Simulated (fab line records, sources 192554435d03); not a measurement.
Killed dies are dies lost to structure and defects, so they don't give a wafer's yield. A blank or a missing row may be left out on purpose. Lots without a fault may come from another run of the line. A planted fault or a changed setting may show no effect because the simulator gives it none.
fab line records | flow n5_finfet
record lots=11 wafers=33 last_day=19
route steps=1938 shown BEOL_M7@1319 PASSIVATION@1908
lots that met no fault: from a run of the same line without faults
start_h: hours from the record's first day to the start of the lot's first wafer shown | wait_h: hours since the lot's step before | " the same as in the row above | L1.1+2: a row that stands for several wafers | - no value, or no start given | * or withheld: withheld | < > ~ a bound
route shown NAME@n: a module of which the file shows steps, and the number in the route of the first | usual: mean/standard deviation of fault-free wafers | same: alike in all rows | chamber/n: place in a boat | sites: the reading at each site | _std_site: their standard deviation | _edge_site: outer sites' mean less inner sites' | radius_mm: how far each site lies from the wafer's centre | mask NAME#n: copy n | behind: the tool/chamber that last shaped the wafer | hold: why the lot was held/for how many hours/how that ended | device: the transistor (n, p or np) that didn't switch | end of line: the same wafers' tests at the end of the route | a step without rows: its recipe alone | killed: dies lost to structure and defects at the first sort, not the wafer's yield | map: a wafer's dies, x killed, . not, _ none there
set.NAME: the setting as run; set.NAME@STEP: as run at that earlier step | model.NAME: the simulator's own value behind a step, which no gauge read
steps of the route over a sample of lots; a table a step, a row a wafer
services: from which hour (start_h, from the record's first day; less than 0 if before it) a tool's chamber was out of use, for how many hours, and why
## steps
# step N5_BEOL_M7_PRE_CLEAN_45
# recipe gas=H2/He time_s=30 temp_c=250
# usual heater_power_w=322/23
# columns lot.wafer tool chamber start_h wait_h heater_power_w
L315.1 pvd_sputter-02 - 218.21 0.0 337
L315.4 " - " " 288
L315.6 " - " " 292
L316.1 pvd_sputter-03 - 222.15 0.0 288
L316.2 " - " " 369
L316.6 " - " " 295
L319.2 pvd_sputter-02 - 269.53 0.0 328
L319.3 " - " " 293
L319.6 " - " " 321
L318.4 pvd_sputter-03 - 272.50 0.0 311
L318.5 " - " " 372
L318.6 " - " " 288
L320.1 pvd_sputter-01 - 288.22 0.0 328
L320.4 " - " " 303
L320.6 " - " " 353
L321.2 pvd_sputter-03 - 291.53 0.0 366
L321.4 " - " " 340
L321.5 " - " " 304
L322.1 pvd_sputter-02 - 296.32 0.0 333
L322.2 " - " " 292
L322.6 " - " " 312
L323.1 pvd_sputter-02 - 303.08 0.0 293
L323.3 " - " " 323
L323.4 " - " " 328
L324.2 pvd_sputter-02 - 315.74 0.0 325
L324.3 " - " " 293
L324.6 " - " " 314
L325.1 pvd_sputter-02 - 323.09 0.0 324
L325.3 " - " " 311
L325.4 " - " " 328
L334.2 pvd_sputter-03 - 370.56 0.0 318
L334.4 " - " " 370
L334.6 " - " " 337
# step N5_PASSIVATION_DESCUM_32
# recipe chemistry=O2 time_s=7.9 source_power_w=50 bias_power_w=20 pressure_mtorr=20 rf_frequency_hz=2.712e+07 temp_c=40 o2_flow_sccm=225
# usual drypump_motor_current_A=5.9/0.48 oes_product_au=0.81/0.066 rf_vpp_V=242.9/1.2 showerhead_plenum_p_Torr=2.08/0.063 throttle_valve_pct=20.38/0.19
# columns lot.wafer tool chamber start_h wait_h drypump_motor_current_A oes_product_au rf_hours_counter_h rf_vpp_V showerhead_plenum_p_Torr throttle_valve_pct
L315.1 rie_diel-05 1 285.94 0.0 6.1 0.88 45 241.1 2.04 20.22
L315.4 " 0 " " 5.4 0.81 83 243.1 2.09 20.21
L315.6 " 2 " " 5.7 0.72 - 244.4 2.17 20.65
L316.1 rie_diel-03 3 289.40 0.0 5.6 0.93 11 243.3 2.15 20.60
L316.2 " 1 " " 6.4 0.81 73 244.8 2.12 20.24
L316.6 " 3 " " 5.6 0.94 - 241.9 2.15 20.60
L319.2 rie_diel-05 3 336.78 0.0 5.5 0.84 50 242.8 2.04 20.09
L319.3 " 0 " " 5.3 0.78 98 243.7 2.09 20.22
L319.6 " 3 " " 5.6 0.83 - 243.1 2.04 20.10
L318.4 rie_diel-05 2 344.76 0.0 5.6 0.72 240 243.9 2.16 20.67
L318.5 " 2 " " 5.6 0.71 - 242.8 2.16 20.68
L318.6 " 3 " " 5.6 0.83 - 241.6 2.04 20.12
L321.2 rie_diel-03 1 366.19 0.0 6.5 0.78 92 243.1 2.11 20.28
L321.4 " 3 " " 5.6 0.90 29 242.5 2.14 20.62
L321.5 " 2 " " 6.7 0.78 - 242.8 2.10 20.62
L320.1 rie_diel-05 0 367.14 0.3 5.3 0.78 108 243.6 2.09 20.24
L320.4 " 1 " " 6.2 0.85 71 242.1 2.03 20.27
L320.6 " 0 " " 5.3 0.78 - 243.4 2.09 20.24
L322.1 rie_diel-05 3 376.43 0.0 5.5 0.83 64 242.6 2.04 20.11
L322.2 " 1 " " 6.2 0.85 75 243.4 2.03 20.30
L322.6 " 0 " " 5.4 0.77 - 243.7 2.08 20.24
L323.1 rie_diel-01 0 390.09 0.0 6.2 0.72 218 241.5 1.98 20.68
L323.3 " 2 " " 5.4 0.93 22 243.9 2.13 20.29
L323.4 " 3 " " 5.1 0.70 235 239.7 1.89 20.32
L324.2 rie_diel-03 3 391.00 0.0 5.6 0.88 39 244.7 2.14 20.64
L324.3 " 1 " " 6.5 0.79 102 242.4 2.11 20.27
L324.6 " 0 " " 6.0 0.78 - 240.4 2.00 20.45
L325.1 rie_diel-03 3 401.76 0.1 5.6 0.89 42 243.0 2.13 20.64
L325.3 " 0 " " 6.0 0.78 135 241.4 2.00 20.47
L325.4 " 1 " " 6.5 0.78 105 244.6 2.11 20.28
L334.2 rie_diel-01 3 454.02 0.1 5.1 0.99 2 244.4 2.23 20.05
L334.4 " 1 " " 6.5 0.75 140 242.0 2.02 20.24
L334.6 " 2 " " 5.4 0.89 - 244.1 2.12 20.31
# step N5_PASSIVATION_CD_MEAS_44
# recipe target_cd_nm=40000 landing_energy_ev=500 detector=se_inlens
# usual cd_nm=40001/4.3
# columns lot.wafer tool chamber start_h wait_h cd_nm
L315.1 cd_sem-01 0 287.72 - 40003
L315.4 " 0 " " 40005
L315.6 " 0 " " 39997
L316.1 cd_sem-01 0 291.18 - 40006
L316.2 " 0 " " 40005
L316.6 " 0 " " 39996
L319.2 cd_sem-02 0 338.43 - 39998
L319.3 " 0 " " 40005
L319.6 " 0 " " 39993
L318.4 cd_sem-02 0 346.42 - 40004
L318.5 " 0 " " 40002
L318.6 " 0 " " 40007
L321.2 cd_sem-03 0 368.21 - 40008
L321.4 " 0 " " 40007
L321.5 " 0 " " 40005
L320.1 cd_sem-01 0 368.82 - 40004
L320.4 " 0 " " 40001
L320.6 " 0 " " 40004
L322.1 cd_sem-01 0 378.20 - 40001
L322.2 " 0 " " 39997
L322.6 " 0 " " 40006
L323.1 cd_sem-03 0 391.98 - 39999
L323.3 " 0 " " 39998
L323.4 " 0 " " 40000
L324.2 cd_sem-01 0 392.66 - 40008
L324.3 " 0 " " 40007
L324.6 " 0 " " 40005
L325.1 cd_sem-03 0 403.53 - 40005
L325.3 " 0 " " 40001
L325.4 " 0 " " 40000
L334.2 cd_sem-01 0 455.84 - 40005
L334.4 " 0 " " 40003
L334.6 " 0 " " 40000
# step N5_PASSIVATION_DESCUM_46
# recipe chemistry=O2 time_s=7.9 source_power_w=50 bias_power_w=20 pressure_mtorr=20 rf_frequency_hz=2.712e+07 temp_c=40 o2_flow_sccm=225
# usual drypump_motor_current_A=6.0/0.49 oes_product_au=0.80/0.07 rf_vpp_V=242.8/1.3 showerhead_plenum_p_Torr=2.07/0.07 throttle_valve_pct=20.41/0.2
# columns lot.wafer tool chamber start_h wait_h drypump_motor_current_A oes_product_au rf_hours_counter_h rf_vpp_V showerhead_plenum_p_Torr throttle_valve_pct
L315.1 rie_diel-05 2 287.84 0.1 5.6 0.72 221 243.6 2.17 20.63
L315.4 " 1 " " 6.2 0.89 46 241.2 2.04 20.24
L315.6 " 2 " " 5.6 0.72 - 244.7 2.17 20.65
L316.1 rie_diel-05 1 291.28 0.0 6.2 0.89 47 244.4 2.04 20.24
L316.2 " 2 " " 5.6 0.72 223 244.6 2.17 20.64
L316.6 " 3 " " 5.5 0.86 - 244.1 2.05 20.07
L319.2 rie_diel-01 0 338.52 0.0 6.3 0.73 195 241.4 1.99 20.64
L319.3 " 3 " " 5.1 0.71 215 239.8 1.90 20.30
L319.6 " 3 " " 5.1 0.71 - 240.4 1.90 20.30
L318.4 rie_diel-05 3 346.62 0.2 5.6 0.83 53 241.9 2.04 20.12
L318.5 " 2 " " 5.6 0.71 - 242.8 2.16 20.66
L318.6 " 3 " " 5.6 0.84 - 241.9 2.04 20.13
L321.2 rie_diel-03 2 368.30 0.0 6.7 0.79 111 242.6 2.10 20.61
L321.4 " 3 " " 5.6 0.90 29 243.5 2.14 20.64
L321.5 " 3 " " 5.6 0.90 - 244.5 2.14 20.63
L320.1 rie_diel-01 1 368.91 0.0 6.5 0.79 106 242.5 2.03 20.17
L320.4 " 3 " " 5.1 0.70 226 240.1 1.90 20.31
L320.6 " 2 " " 5.4 0.96 - 243.7 2.13 20.26
L322.1 rie_diel-03 0 378.70 0.4 6.0 0.78 127 242.6 2.00 20.45
L322.2 " 1 " " 6.5 0.79 97 243.3 2.11 20.28
L322.6 " 2 " " 6.7 0.78 - 243.8 2.10 20.61
L323.1 rie_diel-03 0 392.07 0.0 6.0 0.77 132 242.1 2.00 20.48
L323.3 " 3 " " 5.6 0.87 39 243.7 2.14 20.65
L323.4 " 1 " " 6.5 0.78 102 243.0 2.11 20.28
L324.2 rie_diel-03 0 392.75 0.0 6.0 0.77 132 243.5 2.00 20.48
L324.3 " 1 " " 6.5 0.78 102 244.5 2.11 20.28
L324.6 " 2 " " 6.7 0.76 - 244.3 2.10 20.62
L325.1 rie_diel-01 2 403.62 0.0 5.4 0.92 26 243.9 2.12 20.30
L325.3 " 3 " " 5.1 0.69 240 238.9 1.89 20.34
L325.4 " 0 " " 6.2 0.71 224 241.4 1.98 20.68
L334.2 rie_diel-01 3 455.93 0.0 5.1 1.00 3 246.2 2.23 20.05
L334.4 " 2 " " 5.4 0.88 46 242.4 2.12 20.31
L334.6 " 1 " " 6.5 0.75 - 242.6 2.02 20.24
# step N5_PASSIVATION_PROBE_49
# usual defect_limited_yield=90.9/1.4 killed_at_M0_to_M3=38/11 killed_at_M4_up=13/5.9 killed_at_contacts=14/6.4 killed_at_front_end=38/11 killed_at_other=3.3/2.5 killed_dies=107/16 killed_open=70/12 killed_short=35/7.7 sort_bin_5_function=5.3/0.94 sort_bin_6_memory=3.5/0.7 sort_bin_8_speed=0.00/0.007 sort_n_pass=1073/16 sort_yield_pct=90.9/1.4
# same gross_dies=1180 killed_at_back_side=0 sort_bin_4_leakage[%]=0
# columns lot.wafer tool chamber start_h wait_h defect_limited_yield[%] killed_at_M0_to_M3 killed_at_M4_up killed_at_contacts killed_at_front_end killed_at_other killed_dies killed_open killed_short sort_bin_5_function[%] sort_bin_6_memory[%] sort_bin_8_speed[%] sort_n_pass sort_yield_pct[%]
L315.1 prober-01 - 290.92 0.0 91.5 38 8 17 36 1 100 65 35 5.0 3.3 0 1080 91.5
L315.4 prober-01 - 291.07 0.2 90.8 41 5 24 37 1 108 79 27 6.3 2.6 0 1072 90.8
L315.6 prober-01 - 291.17 0.3 90.8 46 18 13 29 2 108 64 44 4.8 3.9 0 1072 90.8
L316.1 prober-01 - 294.32 0.0 91.9 21 14 3 51 7 96 65 31 4.4 3.6 0 1084 91.9
L316.2 prober-01 - 294.37 0.1 90.4 38 7 6 59 3 113 66 47 5.9 3.2 0 1067 90.4
L316.6 prober-01 - 294.57 0.3 93.3 17 17 8 34 3 79 44 34 4.4 2.2 0 1101 93.3
L319.2 prober-02 - 341.61 0.1 93.1 30 11 11 29 0 81 59 18 3.0 3.6 0 1099 93.1
L319.3 prober-02 - 341.66 0.1 91.4 33 18 14 36 1 102 65 32 4.7 3.7 0 1078 91.4
L319.6 prober-02 - 341.81 0.3 91.7 29 14 10 44 1 98 60 32 4.8 3.0 0 1082 91.7
L318.4 prober-01 - 349.81 0.2 90.1 30 9 29 46 3 117 72 42 5.2 4.2 0 1063 90.1
L318.5 prober-01 - 349.86 0.2 88.5 30 8 27 69 2 136 91 44 6.4 4.8 0 1044 88.5
L318.6 prober-01 - 349.91 0.3 86.9 35 20 27 71 1 154 94 58 8.1 4.3 0 1026 86.9
L321.2 prober-02 - 371.81 0.1 91.4 38 12 18 24 9 101 74 27 4.7 3.6 0 1079 91.4
L321.4 prober-02 - 371.91 0.2 89.6 45 17 18 38 5 123 77 43 6.0 4.2 0 1057 89.6
L321.5 prober-02 - 371.96 0.2 91.1 34 16 11 35 9 105 67 36 6.3 2.1 0 1075 91.1
L320.1 prober-01 - 372.04 0.0 89.7 44 12 10 54 2 122 75 47 5.8 3.7 0 1058 89.7
L320.4 prober-01 - 372.19 0.2 93.2 33 12 9 25 1 80 60 18 3.7 2.8 0 1100 93.2
L320.6 prober-01 - 372.29 0.3 91.5 37 21 5 32 5 100 65 31 5.5 2.8 0 1080 91.5
L322.1 prober-02 - 381.80 0.0 92.3 25 18 11 35 2 91 61 30 5.0 2.5 0 1089 92.3
L322.2 prober-02 - 381.85 0.1 92.0 38 11 7 37 1 94 66 28 5.3 2.3 0 1086 92.0
L322.6 prober-02 - 382.05 0.3 88.9 39 26 6 57 3 131 91 40 6.9 4.0 0 1049 88.9
L323.1 prober-01 - 395.12 0.0 91.2 48 15 9 23 9 104 63 40 5.0 3.5 0.08 1075 91.1
L323.3 prober-01 - 395.22 0.1 90.4 46 14 13 37 3 113 86 26 6.2 3.3 0 1067 90.4
L323.4 prober-01 - 395.27 0.2 92.4 33 17 9 28 3 90 52 36 4.2 3.1 0 1090 92.4
L324.2 prober-02 - 395.85 0.1 90.7 40 16 14 38 2 110 79 31 5.7 3.4 0 1070 90.7
L324.3 prober-02 - 395.90 0.1 91.9 30 25 10 25 5 95 76 19 4.7 3.2 0 1085 91.9
L324.6 prober-02 - 396.05 0.3 79.2 37 158 13 33 4 245 83 29 13.1 5.3 0 935 79.2
L325.1 prober-02 - 406.66 0.0 90.8 37 11 9 42 10 109 57 49 5.0 3.4 0 1071 90.8
L325.3 prober-02 - 406.76 0.1 82.6 34 125 8 37 1 205 58 28 10.3 4.3 0 975 82.6
L325.4 prober-02 - 406.81 0.2 90.7 41 9 12 46 2 110 69 39 5.3 3.6 0 1070 90.7
L334.2 prober-01 - 459.15 0.1 92.9 22 17 12 31 2 84 56 25 4.1 3.0 0 1096 92.9
L334.4 prober-01 - 459.25 0.2 89.9 30 4 29 54 2 119 80 37 5.8 3.4 0 1061 89.9
L334.6 prober-01 - 459.35 0.3 91.0 34 8 22 39 3 106 69 34 5.4 3.1 0 1074 91.0
# killed by level:class
L315.1 MOL_CONTACT_COAG:geometric_particle:open=16 BEOL_M3:geometric_particle:open=10 BEOL_M0_SAQP:geometric_particle:short=9 GATE_CUT:geometric_particle:short=7 BEOL_M0_SAQP:geometric_particle:open=7 DUMMY_GATE:geometric_particle:open=6 FIN_SAQP:geometric_particle:open=4 BEOL_M1:geometric_particle:open=4
L315.4 MOL_CONTACT_COAG:geometric_particle:open=21 BEOL_M0_SAQP:geometric_particle:open=17 FIN_SAQP:geometric_particle:open=13 BEOL_M0_SAQP:geometric_particle:short=9 GATE_CUT:geometric_particle:short=5 BEOL_M1:geometric_particle:open=4 BEOL_M2:geometric_particle:short=4 STARTING-WAFER:geometric_particle:open=4
L315.6 BEOL_M0_SAQP:geometric_particle:short=12 BEOL_M0_SAQP:geometric_particle:open=11 BEOL_M3:geometric_particle:open=9 BEOL_M4:geometric_particle:open=9 FIN_SAQP:geometric_particle:open=8 MOL_CONTACT_COAG:geometric_particle:open=8 FIN_SAQP:geometric_particle:short=7 MOL_CONTACT_COAG:geometric_particle:short=5
L316.1 STI_FIN_REVEAL:geometric_particle:open=17 FIN_SAQP:geometric_particle:short=11 BEOL_M1:geometric_particle:open=6 FIN_SAQP:geometric_particle:open=5 BEOL_M0_SAQP:geometric_particle:short=5 STI_FIN_REVEAL:geometric_particle:short=4 GATE_CUT:geometric_particle:open=4 BEOL_M2:geometric_particle:open=4
L316.2 FIN_SAQP:geometric_particle:short=17 STI_FIN_REVEAL:geometric_particle:open=16 BEOL_M1:geometric_particle:open=9 BEOL_M3:geometric_particle:open=6 FIN_SAQP:geometric_particle:open=6 BEOL_M0_SAQP:geometric_particle:short=5 GATE_CUT:geometric_particle:open=4 MOL_CONTACT_COAG:geometric_particle:open=4
L316.6 FIN_SAQP:geometric_particle:short=9 MOL_CONTACT_COAG:geometric_particle:open=6 BEOL_M4:geometric_particle:open=6 STI_FIN_REVEAL:geometric_particle:open=5 BEOL_M5:geometric_particle:open=5 STARTING-WAFER:geometric_particle:short=5 GATE_CUT:geometric_particle:short=4 BEOL_M2:geometric_particle:open=4
L319.2 MOL_CONTACT_COAG:geometric_particle:open=11 BEOL_M2:geometric_particle:open=7 BEOL_M3:geometric_particle:open=7 FIN_SAQP:geometric_particle:short=6 STI_FIN_REVEAL:geometric_particle:open=6 BEOL_M0_SAQP:geometric_particle:short=6 BEOL_M0_SAQP:geometric_particle:open=5 BEOL_M0:geometric_particle:open=4
L319.3 MOL_CONTACT_COAG:geometric_particle:open=13 FIN_SAQP:geometric_particle:short=10 BEOL_M2:geometric_particle:open=10 FIN_SAQP:geometric_particle:open=9 BEOL_M3:geometric_particle:open=6 BEOL_M2:geometric_particle:short=5 BEOL_M4:geometric_particle:open=5 BEOL_M0_SAQP:geometric_particle:short=4
L319.6 FIN_SAQP:geometric_particle:short=9 MOL_CONTACT_COAG:geometric_particle:open=8 STI_FIN_REVEAL:geometric_particle:open=7 FIN_SAQP:geometric_particle:open=6 BEOL_M3:geometric_particle:open=6 BEOL_M5:geometric_particle:open=6 BEOL_M0:geometric_particle:open=5 BEOL_M5:geometric_particle:short=4
L318.4 MOL_CONTACT_COAG:geometric_particle:open=21 FIN_SAQP:geometric_particle:short=11 FIN_SAQP:geometric_particle:open=9 MOL_CONTACT_COAG:geometric_particle:short=8 GATE_CUT:geometric_particle:short=6 BEOL_M1:geometric_particle:open=5 BEOL_M1:geometric_particle:short=5 STARTING-WAFER:geometric_particle:open=5
L318.5 FIN_SAQP:geometric_particle:open=25 MOL_CONTACT_COAG:geometric_particle:open=21 FIN_SAQP:geometric_particle:short=18 BEOL_M0_SAQP:geometric_particle:short=12 STI_FIN_REVEAL:geometric_particle:open=10 BEOL_M0_SAQP:geometric_particle:open=7 MOL_CONTACT_COAG:geometric_particle:short=6 GATE_CUT:geometric_particle:open=5
L318.6 FIN_SAQP:geometric_particle:short=27 FIN_SAQP:geometric_particle:open=23 MOL_CONTACT_COAG:geometric_particle:open=21 BEOL_M1:geometric_particle:open=10 BEOL_M0_SAQP:geometric_particle:short=10 STI_FIN_REVEAL:geometric_particle:open=9 MOL_CONTACT_COAG:geometric_particle:short=6 GATE_CUT:geometric_particle:short=5
L321.2 BEOL_M3:geometric_particle:open=14 MOL_CONTACT_COAG:geometric_particle:open=13 FIN_SAQP:geometric_particle:open=8 BEOL_M2:geometric_particle:open=7 MOL_CONTACT_COAG:geometric_particle:short=5 BEOL_M0_SAQP:geometric_particle:open=5 BEOL_M1:geometric_particle:open=5 FIN_SAQP:geometric_particle:short=4
L321.4 MOL_CONTACT_COAG:geometric_particle:open=13 BEOL_M0_SAQP:geometric_particle:short=13 BEOL_M4:geometric_particle:open=12 FIN_SAQP:geometric_particle:short=9 BEOL_M3:geometric_particle:open=9 BEOL_M1:geometric_particle:open=8 BEOL_M2:geometric_particle:open=7 BEOL_M0_SAQP:geometric_particle:open=6
L321.5 BEOL_M2:geometric_particle:open=10 BEOL_M3:geometric_particle:open=9 STI_FIN_REVEAL:geometric_particle:open=8 MOL_CONTACT_COAG:geometric_particle:open=8 BEOL_M4:geometric_particle:open=8 FIN_SAQP:geometric_particle:open=6 PASS1_CAP:geometric_particle:short=6 FIN_SAQP:geometric_particle:short=5
L320.1 FIN_SAQP:geometric_particle:open=19 BEOL_M0_SAQP:geometric_particle:short=14 BEOL_M3:geometric_particle:open=14 FIN_SAQP:geometric_particle:short=11 STI_FIN_REVEAL:geometric_particle:open=9 BEOL_M0_SAQP:geometric_particle:open=7 BEOL_M2:geometric_particle:open=6 STI_FIN_REVEAL:geometric_particle:short=5
L320.4 MOL_CONTACT_COAG:geometric_particle:open=9 BEOL_M2:geometric_particle:open=8 BEOL_M3:geometric_particle:open=7 BEOL_M0_SAQP:geometric_particle:open=6 BEOL_M4:geometric_particle:open=6 STI_FIN_REVEAL:geometric_particle:open=5 BEOL_M0_SAQP:geometric_particle:short=5 GATE_CUT:geometric_particle:open=4
L320.6 BEOL_M0:geometric_particle:open=9 STI_FIN_REVEAL:geometric_particle:open=8 BEOL_M4:geometric_particle:open=8 FIN_SAQP:geometric_particle:short=7 BEOL_M0_SAQP:geometric_particle:open=7 BEOL_M3:geometric_particle:open=6 FIN_SAQP:geometric_particle:open=5 MOL_CONTACT_COAG:geometric_particle:open=5
L322.1 STI_FIN_REVEAL:geometric_particle:open=13 MOL_CONTACT_COAG:geometric_particle:open=10 BEOL_M4:geometric_particle:open=9 BEOL_M0_SAQP:geometric_particle:short=8 FIN_SAQP:geometric_particle:open=7 GATE_CUT:geometric_particle:short=6 BEOL_M0_SAQP:geometric_particle:open=4 BEOL_M1:geometric_particle:open=4
L322.2 FIN_SAQP:geometric_particle:open=7 BEOL_M0_SAQP:geometric_particle:short=7 BEOL_M1:geometric_particle:open=7 BEOL_M3:geometric_particle:open=7 STI_FIN_REVEAL:geometric_particle:open=6 MOL_CONTACT_COAG:geometric_particle:open=6 BEOL_M1:geometric_particle:short=6 DUMMY_GATE:geometric_particle:open=5
L322.6 FIN_SAQP:geometric_particle:open=24 BEOL_M4:geometric_particle:open=12 BEOL_M0_SAQP:geometric_particle:short=8 BEOL_M1:geometric_particle:open=8 FIN_SAQP:geometric_particle:short=7 BEOL_M0_SAQP:geometric_particle:open=6 MOL_CONTACT_COAG:geometric_particle:open=5 STARTING-WAFER:geometric_particle:short=5
L323.1 BEOL_M0_SAQP:geometric_particle:short=11 BEOL_M2:geometric_particle:open=10 BEOL_M3:geometric_particle:open=10 MOL_CONTACT_COAG:geometric_particle:open=8 BEOL_M4:geometric_particle:open=6 FIN_SAQP:geometric_particle:open=5 GATE_CUT:geometric_particle:short=5 BEOL_M0_SAQP:geometric_particle:open=5
L323.3 BEOL_M2:geometric_particle:open=13 BEOL_M3:geometric_particle:open=13 MOL_CONTACT_COAG:geometric_particle:open=12 BEOL_M4:geometric_particle:open=8 DUMMY_GATE:geometric_particle:open=7 STI_FIN_REVEAL:geometric_particle:open=6 GATE_CUT:geometric_particle:short=5 BEOL_M0_SAQP:geometric_particle:short=5
L323.4 BEOL_M0_SAQP:geometric_particle:short=9 BEOL_M3:geometric_particle:open=8 BEOL_M2:geometric_particle:open=7 MOL_CONTACT_COAG:geometric_particle:open=5 BEOL_M5:geometric_particle:open=5 FIN_SAQP:geometric_particle:short=4 MOL_CONTACT_COAG:geometric_particle:short=4 BEOL_M8:geometric_particle:open=4
L324.2 FIN_SAQP:geometric_particle:open=11 MOL_CONTACT_COAG:geometric_particle:open=11 BEOL_M1:geometric_particle:open=11 BEOL_M4:geometric_particle:open=10 FIN_SAQP:geometric_particle:short=7 DUMMY_GATE:geometric_particle:open=7 BEOL_M0_SAQP:geometric_particle:open=7 BEOL_M3:geometric_particle:open=7
L324.3 BEOL_M4:geometric_particle:open=15 BEOL_M1:geometric_particle:open=9 FIN_SAQP:geometric_particle:open=8 MOL_CONTACT_COAG:geometric_particle:open=7 BEOL_M3:geometric_particle:open=6 BEOL_M2:geometric_particle:open=5 STI_FIN_REVEAL:geometric_particle:open=4 GATE_CUT:geometric_particle:short=3
L324.6 BEOL_M7:unspecified=133 BEOL_M4:geometric_particle:open=16 BEOL_M0_SAQP:geometric_particle:open=14 MOL_CONTACT_COAG:geometric_particle:open=9 FIN_SAQP:geometric_particle:open=7 BEOL_M0_SAQP:geometric_particle:short=7 FIN_SAQP:geometric_particle:short=6 DUMMY_GATE:geometric_particle:open=6
L325.1 FIN_SAQP:geometric_particle:short=9 FIN_SAQP:geometric_particle:open=7 MOL_CONTACT_COAG:geometric_particle:open=7 MIM_TOP_ETCH:geometric_particle:short=6 DUMMY_GATE:geometric_particle:open=5 GATE_CUT:geometric_particle:short=5 BEOL_M0_SAQP:geometric_particle:open=5 BEOL_M0_SAQP:geometric_particle:short=5
L325.3 BEOL_M7:unspecified=118 BEOL_M1:geometric_particle:open=9 FIN_SAQP:geometric_particle:open=8 BEOL_M0_SAQP:geometric_particle:open=7 MOL_CONTACT_COAG:geometric_particle:open=6 DUMMY_GATE:geometric_particle:open=6 BEOL_M0_SAQP:geometric_particle:short=6 BEOL_M3:geometric_particle:open=5
L325.4 STI_FIN_REVEAL:geometric_particle:open=16 BEOL_M3:geometric_particle:open=14 MOL_CONTACT_COAG:geometric_particle:open=8 FIN_SAQP:geometric_particle:short=7 FIN_SAQP:geometric_particle:open=5 GATE_CUT:geometric_particle:short=5 BEOL_M0:geometric_particle:open=5 BEOL_M3:geometric_particle:short=5
L334.2 BEOL_M4:geometric_particle:open=9 MOL_CONTACT_COAG:geometric_particle:open=8 FIN_SAQP:geometric_particle:short=7 FIN_SAQP:geometric_particle:open=7 BEOL_M0_SAQP:geometric_particle:open=5 BEOL_M0:geometric_particle:open=5 GATE_CUT:geometric_particle:short=4 MOL_CONTACT_COAG:geometric_particle:short=4
L334.4 MOL_CONTACT_COAG:geometric_particle:open=25 FIN_SAQP:geometric_particle:short=8 FIN_SAQP:geometric_particle:open=8 BEOL_M0_SAQP:geometric_particle:open=8 STI_FIN_REVEAL:geometric_particle:open=7 ILD0:geometric_particle:open=5 GATE_CUT:geometric_particle:short=5 BEOL_M3:geometric_particle:open=5
L334.6 FIN_SAQP:geometric_particle:open=18 MOL_CONTACT_COAG:geometric_particle:open=15 FIN_SAQP:geometric_particle:short=11 BEOL_M2:geometric_particle:open=10 BEOL_M0_SAQP:geometric_particle:open=6 MOL_CONTACT_COAG:geometric_particle:short=5 BEOL_M0_SAQP:geometric_particle:short=5 BEOL_M0:geometric_particle:open=4
## services
# columns tool chamber start_h hours kind
pvd_sputter-03 - 205.12 1.6 repair
rie_diel-03 3 227.88 - clean
rie_diel-03 3 227.88 - consumable_replace:focus_ring
rie_diel-03 3 227.88 18.7 scheduled_down
rie_diel-03 3 227.88 18.7 vent_cycle
rie_diel-05 2 229.83 7.1 repair
pvd_sputter-01 - 237.91 1.1 repair
rie_diel-03 - 322.81 14.6 pm
rie_diel-01 2 329.64 - clean
rie_diel-01 2 329.64 - consumable_replace:focus_ring
rie_diel-01 2 329.64 14.3 scheduled_down
rie_diel-01 2 329.64 14.3 vent_cycle
rie_diel-01 1 341.15 22.0 repair
rie_diel-05 2 349.12 1.4 repair
rie_diel-05 2 372.64 - clean
rie_diel-05 2 372.64 - consumable_replace:focus_ring
rie_diel-05 2 372.64 15.4 scheduled_down
rie_diel-05 2 372.64 15.4 vent_cycle
rie_diel-05 3 395.52 5.8 repair
rie_diel-01 2 422.68 5.6 repair
rie_diel-01 3 428.27 - clean
rie_diel-01 3 428.27 - consumable_replace:focus_ring
rie_diel-01 3 428.27 - consumable_replace:showerhead
pvd_sputter-01 - 430.44 0.9 repair
## key
first_sign step=N5_PASSIVATION_PROBE_49 reading=killed_at_M4_up direction=up sigmas=22 usual=13 struck=142
effect step=N5_PASSIVATION_PROBE_49 reading=killed_dies direction=up sigmas=7.2 usual=107 struck=225
more_kills_born_at N5_BEOL_M7_PRE_CLEAN_45@pvd_sputter-02=251
met_at N5_BEOL_M7_PRE_CLEAN_45
struck_lots L324,L325
struck_wafers L324.6,L325.3
not_acting_at N5_PASSIVATION_DESCUM_32,N5_PASSIVATION_CD_MEAS_44,N5_PASSIVATION_DESCUM_46
onset_between 296.32 315.74
fault kind=chamber_particle_source tool=pvd_sputter-02 chamber=- onset_h=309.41 steps=N5_BEOL_M7_PRE_CLEAN_45 rate_per_visit_cm2=0.97667 end_h=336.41 scope=struck_wafers_only
